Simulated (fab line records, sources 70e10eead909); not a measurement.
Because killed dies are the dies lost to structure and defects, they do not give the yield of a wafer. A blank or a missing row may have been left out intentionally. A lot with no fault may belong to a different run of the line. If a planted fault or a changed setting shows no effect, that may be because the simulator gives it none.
fab line records	flow nand_harc
record: lots: 14	wafers: 42	last_day: 33
route steps=1302 shown A_STAIRCASE@710 A_M1@1195 THIN_TSV@1264 END@1302
lots with no fault: from the same line, run without faults
start_h: start of the lot's first displayed wafer, in hours after the record's first day	wait_h: hours from the lot's prior step to this one	" as in the row above	L1.1+2: several wafers, shown together as one row	- no value, or no start was given	* or withheld: withheld	< > ~ a bound
route shown NAME@n: NAME is a module with steps in the file, n the number in the route of the first one	usual: average and standard deviation across the fault-free wafers	same: alike in all rows	chamber/n: place in a boat	sites: readings site by site	_std_site: the values' standard deviation	_edge_site: the outer-site mean with the inner-site mean subtracted	radius_mm: how far each site lies from the wafer's centre	mask NAME#n: copy n	behind: the tool/chamber that last shaped the wafer	hold: what put the lot on hold/how long, in hours/how the hold closed	device: the transistor (n, p or np) that didn't switch	end of line: the route-end tests of the same wafers	where a step has no rows: the recipe by itself	killed: count of dies lost to structure and defects at first sort (not the wafer's yield)	map: shows each die of a wafer: x if killed, . if not, _ if none is there
set.NAME: the run value of the setting; set.NAME@STEP: its run value at that earlier step	model.NAME: the simulator's own value behind a step, which no gauge read
the route's steps for a sample of lots (tables are steps, rows are wafers)
services: the hour from which a tool's chamber was out of use, counted from the record's first day as start_h (under 0 if before that day), plus the number of hours and why
== steps ==
step: NHARC_A_STAIRCASE_TRIM_196
recipe: time_s: 211.2	o2_flow_sccm: 500	ar_flow_sccm: 0	bias_w: 0	chemistry: O2
usual: drypump_motor_current_A: 5.7/0.36	o2_flow_sccm: 500.0/1.4	oes_product_au: 0.998/0.0099	rf_vpp_V: 57.8/0.92	showerhead_plenum_p_Torr: 3.51/0.18	throttle_valve_pct: 17.037/0.0083
lot.wafer	tool	chamber	start_h	wait_h	drypump_motor_current_A	o2_flow_sccm	oes_product_au	rf_hours_counter_h	rf_vpp_V	showerhead_plenum_p_Torr	throttle_valve_pct
L689.2	rie_diel-08	1	359.59	0.1	5.9	500.2	1.011	54	58.0	3.65	17.029
L689.1	"	2	"	"	5.7	497.7	1.007	41	58.7	3.66	17.030
L689.5	"	3	"	"	6.3	502.7	1.004	-	56.8	3.31	17.034
L690.1	rie_diel-10	3	375.05	0.1	5.5	501.4	1.001	42	55.8	3.27	17.045
L690.3	"	0	"	"	5.2	502.2	0.996	37	57.9	3.46	17.016
L690.6	"	2	"	"	5.1	501.3	0.987	-	55.4	3.54	17.027
L691.4	rie_diel-03	3	375.59	0.1	5.6	500.4	0.981	27	56.0	3.53	17.045
L691.2	"	1	"	"	6.3	498.9	0.992	34	57.8	3.32	17.037
L691.5	"	3	"	"	5.6	498.2	0.982	-	58.2	3.54	17.036
L692.1	rie_diel-08	2	382.17	0.1	5.8	500.1	1.004	1	58.1	3.66	17.045
L692.3	"	1	"	"	5.9	500.4	1.002	0	60.2	3.65	17.033
L692.5	"	2	"	"	5.7	500.5	1.009	-	58.5	3.66	17.038
L693.2	rie_diel-08	0	396.31	0.1	5.9	501.3	0.993	7	57.9	3.68	17.043
L693.1	"	1	"	"	5.9	499.9	0.991	7	59.2	3.64	17.044
L693.5	"	2	"	"	5.8	498.6	1.012	-	59.2	3.66	17.039
L697.2	rie_diel-03	0	451.26	0.1	5.5	498.4	0.987	59	58.9	3.71	17.033
L697.6	"	2	"	"	5.7	500.2	0.993	-	58.4	3.26	17.033
L697.4	"	0	"	"	5.5	501.5	0.995	-	58.4	3.71	17.027
L700.2	rie_diel-10	3	470.02	0.2	5.5	498.7	0.999	18	57.4	3.80	17.040
L700.1	"	0	"	"	5.3	501.4	1.005	17	58.6	3.43	17.037
L700.6	"	2	"	"	5.1	499.5	0.991	-	58.6	3.52	17.034
L701.2	rie_diel-10	0	471.18	0.1	5.3	500.5	1.002	17	58.9	3.43	17.036
L701.1	"	1	"	"	6.0	497.5	1.007	14	57.8	3.31	17.018
L701.5	"	0	"	"	5.3	500.0	0.999	-	56.8	3.43	17.051
L702.4	rie_diel-10	0	488.44	0.1	5.2	499.5	1.003	25	57.4	3.43	17.044
L702.1	"	1	"	"	6.0	499.6	0.998	22	58.6	3.31	17.029
L702.6	"	1	"	"	6.0	502.2	1.004	-	58.0	3.31	17.031
L703.2	rie_diel-08	3	509.81	0.1	6.3	501.3	1.003	42	57.3	3.29	17.048
L703.3	"	0	"	"	5.9	499.6	1.010	44	56.9	3.66	17.037
L703.5	"	3	"	"	6.3	500.5	1.005	-	56.1	3.29	17.037
L708.3	rie_diel-03	1	546.75	0.1	6.3	499.1	0.972	19	56.4	3.30	17.034
L708.2	"	2	"	"	5.7	499.4	0.991	29	59.3	3.79	17.028
L708.1	"	3	"	"	5.6	496.9	0.991	34	57.3	3.50	17.021
L709.4	rie_diel-10	3	560.02	0.1	5.5	499.7	0.992	55	58.1	3.78	17.044
L709.2	"	0	"	"	5.2	500.4	1.005	50	56.8	3.42	17.043
L709.5	"	1	"	"	6.0	497.6	0.994	-	57.4	3.30	17.040
L710.3	rie_diel-03	3	576.39	0.1	5.6	498.1	1.000	40	58.9	3.50	17.038
L710.4	"	0	"	"	5.5	500.4	0.999	39	58.4	3.68	17.035
L710.6	"	3	"	"	5.6	498.1	0.996	-	57.9	3.50	17.031
L712.2	rie_diel-10	3	586.63	0.1	5.5	498.6	0.999	62	58.1	3.77	17.036
L712.1	"	1	"	"	6.0	499.3	0.993	53	57.4	3.29	17.039
L712.6	"	3	"	"	5.5	500.4	0.996	-	56.7	3.77	17.042
step: NHARC_A_M1_CMP_23
recipe: t_overpolish_s: 20	target_thk_nm: 154.34
usual: motor_current_A: 11.8/0.89	time_to_endpoint_s: 28.4/2.3
lot.wafer	tool	chamber	start_h	wait_h	motor_current_A	time_to_endpoint_s
L689.1	cmp-01	0	532.88	-	11.7	28.3
L689.2	"	2	"	"	13.3	24.5
L689.5	"	3	"	"	12.4	26.9
L690.3	cmp-03	2	545.83	-	11.0	27.4
L690.1	"	3	"	"	12.7	25.0
L690.6	"	1	"	"	13.2	26.6
L691.2	cmp-02	3	548.15	-	12.1	29.1
L691.4	"	0	"	"	11.1	29.1
L691.5	"	3	"	"	11.8	26.6
L692.1	cmp-01	0	551.43	-	11.2	24.9
L692.3	"	2	"	"	12.2	24.2
L692.5	"	3	"	"	12.0	25.8
L693.2	cmp-01	2	561.91	-	13.0	26.5
L693.1	"	3	"	"	12.9	29.1
L693.5	"	3	"	"	12.0	26.6
L697.4	cmp-03	0	623.82	-	12.1	25.5
L697.2	"	2	"	"	10.8	30.7
L697.6	"	0	"	"	11.9	27.0
L700.2	cmp-02	1	647.34	-	12.7	27.9
L700.1	"	2	"	"	11.1	27.9
L700.6	"	0	"	"	11.0	24.3
L701.2	cmp-01	1	651.70	-	10.7	29.6
L701.1	"	2	"	"	12.2	29.3
L701.5	"	2	"	"	13.1	27.9
L702.4	cmp-03	2	654.27	-	11.1	29.0
L702.1	"	3	"	"	11.7	27.1
L702.6	"	0	"	"	12.6	28.9
L703.2	cmp-01	3	675.93	-	12.1	25.8
L703.3	"	1	"	"	10.9	27.8
L703.5	"	2	"	"	12.6	25.4
L708.2	cmp-03	2	720.74	-	10.6	33.4
L708.1	"	3	"	"	12.6	30.0
L708.3	"	0	"	"	12.2	32.8
L709.4	cmp-01	0	723.59	-	11.2	26.1
L709.2	"	1	"	"	10.2	28.3
L709.5	"	0	"	"	10.9	24.6
L710.3	cmp-02	1	745.29	-	12.9	32.4
L710.4	"	3	"	"	12.2	34.1
L710.6	"	1	"	"	13.2	32.2
L712.1	cmp-01	1	756.27	-	10.5	28.5
L712.2	"	3	"	"	12.2	26.3
L712.6	"	0	"	"	11.0	25.9
step: NHARC_THIN_TSV_CD_MEAS_16
usual: cd_nm: 999.2/2
lot.wafer	tool	chamber	start_h	wait_h	cd_nm
L689.1	cd_sem-01	-	551.20	0.1	1000.5
L689.2	"	-	"	"	1000.8
L689.5	"	-	"	"	995.8
L690.1	cd_sem-01	-	565.06	0.1	1000.5
L690.3	"	-	"	"	1001.4
L690.6	"	-	"	"	995.7
L691.2	cd_sem-03	-	566.00	0.1	999.2
L691.4	"	-	"	"	997.3
L691.5	"	-	"	"	995.7
L692.1	cd_sem-01	-	570.24	0.1	1002.6
L692.3	"	-	"	"	1002.2
L692.5	"	-	"	"	1003.9
L693.1	cd_sem-03	-	580.48	0.1	1002.6
L693.2	"	-	"	"	998.2
L693.5	"	-	"	"	996.7
L697.2	cd_sem-01	-	644.07	0.1	998.7
L697.4	"	-	"	"	997.8
L697.6	"	-	"	"	998.8
L700.1	cd_sem-03	-	665.69	0.1	1000.5
L700.2	"	-	"	"	999.2
L700.6	"	-	"	"	998.7
L702.1	cd_sem-02	-	669.82	0.1	995.2
L702.4	"	-	"	"	997.0
L702.6	"	-	"	"	997.4
L701.1	cd_sem-01	-	671.01	0.1	999.6
L701.2	"	-	"	"	997.7
L701.5	"	-	"	"	998.9
L703.2	cd_sem-01	-	694.32	0.1	996.8
L703.3	"	-	"	"	994.9
L703.5	"	-	"	"	994.7
L708.1	cd_sem-02	-	739.21	0.1	1000.2
L708.2	"	-	"	"	998.4
L708.3	"	-	"	"	1001.4
L709.2	cd_sem-02	-	748.41	0.1	996.9
L709.4	"	-	"	"	999.2
L709.5	"	-	"	"	1001.5
L710.3	cd_sem-02	-	765.02	0.1	1000.6
L710.4	"	-	"	"	1001.3
L710.6	"	-	"	"	1002.8
L712.1	cd_sem-03	-	774.48	0.1	1000.3
L712.2	"	-	"	"	1001.3
L712.6	"	-	"	"	1000.8
step: NHARC_END_SORT_01
recipe: temp_c: 25
usual: killed_at_array: 59/16	killed_at_other: 0.8/1.1	killed_at_periphery: 3.6/2.4	killed_dies: 64/16	killed_open: 3.4/1.8	killed_short: 2.5/1.6
same: gross_dies: 677
lot.wafer	tool	chamber	start_h	wait_h	killed_at_array	killed_at_other	killed_at_periphery	killed_dies	killed_open	killed_short
L700.1	prober-01	0	682.31	2.5	143	0	0	143	1	3
L700.2	prober-01	0	683.11	2.8	140	1	2	143	2	2
L700.6	prober-01	0	686.30	4.0	143	0	4	147	4	3
L702.1	prober-02	0	682.34	2.5	102	0	5	107	2	3
L702.4	prober-02	0	684.71	3.4	128	1	7	136	3	2
L702.6	prober-02	0	686.28	3.9	112	0	7	119	5	4
L701.1	prober-01	0	690.11	2.5	75	0	2	77	1	1
L701.2	prober-01	0	690.91	2.8	117	1	2	120	4	1
L701.5	prober-01	0	693.31	3.7	120	0	5	125	0	5
killed by level:class
L700.1 A_STAIRCASE:unspecified=89 A_SLIT:chamber_film_flake=32 A_CHANNEL_HOLE_D1:chamber_film_flake=7 A_CONTACT:chamber_film_flake=5 A_WL_FILL:chamber_film_flake=3 A_CHANNEL_HOLE_D1:geometric_particle:short=1 A_CHANNEL_FILL_D1:geometric_particle:open=1 A_SGD_CUT:geometric_particle:short=1
L702.1 A_STAIRCASE:unspecified=64 A_SLIT:chamber_film_flake=25 A_CHANNEL_HOLE_D1:chamber_film_flake=5 P_STI:chamber_film_flake=4 A_CONTACT:chamber_film_flake=3 P_M0:geometric_particle:open=1 A_ONON_D1:geometric_particle:short=1 A_DECK1_JOINT:geometric_particle:short=1
L700.2 A_STAIRCASE:unspecified=89 A_SLIT:chamber_film_flake=22 A_CHANNEL_HOLE_D1:chamber_film_flake=17 A_CONTACT:chamber_film_flake=4 A_STAIRCASE:chamber_film_flake=2 P_M0:geometric_particle:open=1 A_CHANNEL_FILL_D1:geometric_particle:open=1 A_DECK1_JOINT:geometric_particle:short=1
L702.4 A_STAIRCASE:unspecified=84 A_SLIT:chamber_film_flake=29 A_CHANNEL_HOLE_D1:chamber_film_flake=6 P_STI:chamber_film_flake=4 P_M0:geometric_particle:open=2 A_CHANNEL_FILL_D1:chamber_film_flake=2 A_STAIRCASE:chamber_film_flake=2 A_CONTACT:chamber_film_flake=2
L702.6 A_STAIRCASE:unspecified=58 A_SLIT:chamber_film_flake=34 A_CHANNEL_HOLE_D1:chamber_film_flake=6 P_STI:chamber_film_flake=5 A_CONTACT:chamber_film_flake=4 A_CHANNEL_HOLE_D1:geometric_particle:short=2 P_M0:geometric_particle:open=1 P_BONDPAD:geometric_particle:short=1
L700.6 A_STAIRCASE:unspecified=68 A_CHANNEL_HOLE_D1:chamber_film_flake=36 A_SLIT:chamber_film_flake=25 A_CONTACT:chamber_film_flake=5 P_GATE:geometric_particle:open=2 A_CHANNEL_FILL_D2:chamber_film_flake=2 A_ONON_D1:geometric_particle:short=1 A_CHANNEL_FILL_D2:geometric_particle:open=1
L701.1 A_STAIRCASE:unspecified=54 A_CHANNEL_HOLE_D2:chamber_film_flake=12 A_CONTACT:chamber_film_flake=3 P_M1:chamber_film_flake=2 A_CHANNEL_HOLE_D1:chamber_film_flake=2 A_SLIT:chamber_film_flake=2 A_WL_FILL:geometric_particle:short=1 A_M0:geometric_particle:open=1
L701.2 A_STAIRCASE:unspecified=82 A_CHANNEL_HOLE_D2:chamber_film_flake=13 A_CHANNEL_HOLE_D1:chamber_film_flake=12 A_CHANNEL_FILL_D2:geometric_particle:open=3 P_M1:chamber_film_flake=2 A_ONON_D2:geometric_particle:short=1 A_CHANNEL_HOLE_D2:geometric_particle:open=1 A_ZERO_WELL:chamber_film_flake=1
L701.5 A_STAIRCASE:unspecified=85 A_CHANNEL_HOLE_D2:chamber_film_flake=18 A_CHANNEL_HOLE_D1:chamber_film_flake=7 P_STI:chamber_film_flake=2 P_M1:chamber_film_flake=2 A_STAIRCASE:chamber_film_flake=2 A_SOURCE_PLATE:geometric_particle:short=1 A_CHANNEL_FILL_D1:geometric_particle:short=1
== services ==
tool	chamber	start_h	hours	kind
rie_diel-08	1	345.55	2.6	repair
rie_diel-03	3	353.14	5.0	repair
cmp-03	-	357.49	1.7	repair
rie_diel-08	-	371.69	9.0	pm
rie_diel-03	1	381.98	11.9	repair
rie_diel-08	2	382.30	3.3	repair
cmp-01	-	400.04	4.0	pm
rie_diel-10	-	419.94	9.0	pm
cmp-01	-	441.98	0.8	repair
rie_diel-03	-	442.14	0.5	repair
cmp-03	-	457.17	4.0	pm
rie_diel-03	-	458.33	9.0	pm
cmp-03	-	472.63	0.2	repair
cmp-01	-	498.16	4.0	pm
rie_diel-08	-	549.09	9.0	pm
cmp-03	-	549.74	12.9	repair
rie_diel-03	3	555.71	3.1	repair
cmp-03	-	562.68	4.0	pm
cmp-01	-	596.16	4.0	pm
rie_diel-10	-	596.94	9.0	pm
cmp-01	-	636.56	0.3	repair
cmp-01	-	658.03	6.7	repair
cmp-01	-	676.33	0.9	repair
cmp-01	-	694.16	4.0	pm
== key ==
first_sign: step: NHARC_END_SORT_01	reading: killed_dies	direction: up	sigmas: 3.9	usual: 64	struck: 124
effect: step: NHARC_END_SORT_01	reading: killed_at_array	direction: up	sigmas: 3.8	usual: 59	struck: 120
more_kills_born_at: NHARC_A_STAIRCASE_TRIM_196@rie_diel-10: 670
met_at NHARC_A_STAIRCASE_TRIM_196
struck_lots L700,L701,L702
tester_left_out L700,L701,L702
not_acting_at NHARC_A_M1_CMP_23,NHARC_THIN_TSV_CD_MEAS_16
onset_between 375.05 470.02
fault: kind: chamber_particle_source	tool: rie_diel-10	chamber: -	onset_h: 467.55	steps: NHARC_A_STAIRCASE_TRIM_196	rate_per_visit_cm2: 0.9802	end_h: 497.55
tester_left_out: of these lots the tester's yield and bins aren't shown, on N5 and GAA mostly nor the transistor test; their killed dies are dies lost to structure and defects alone, not to doping, threshold or leakage, so they don't give the yield
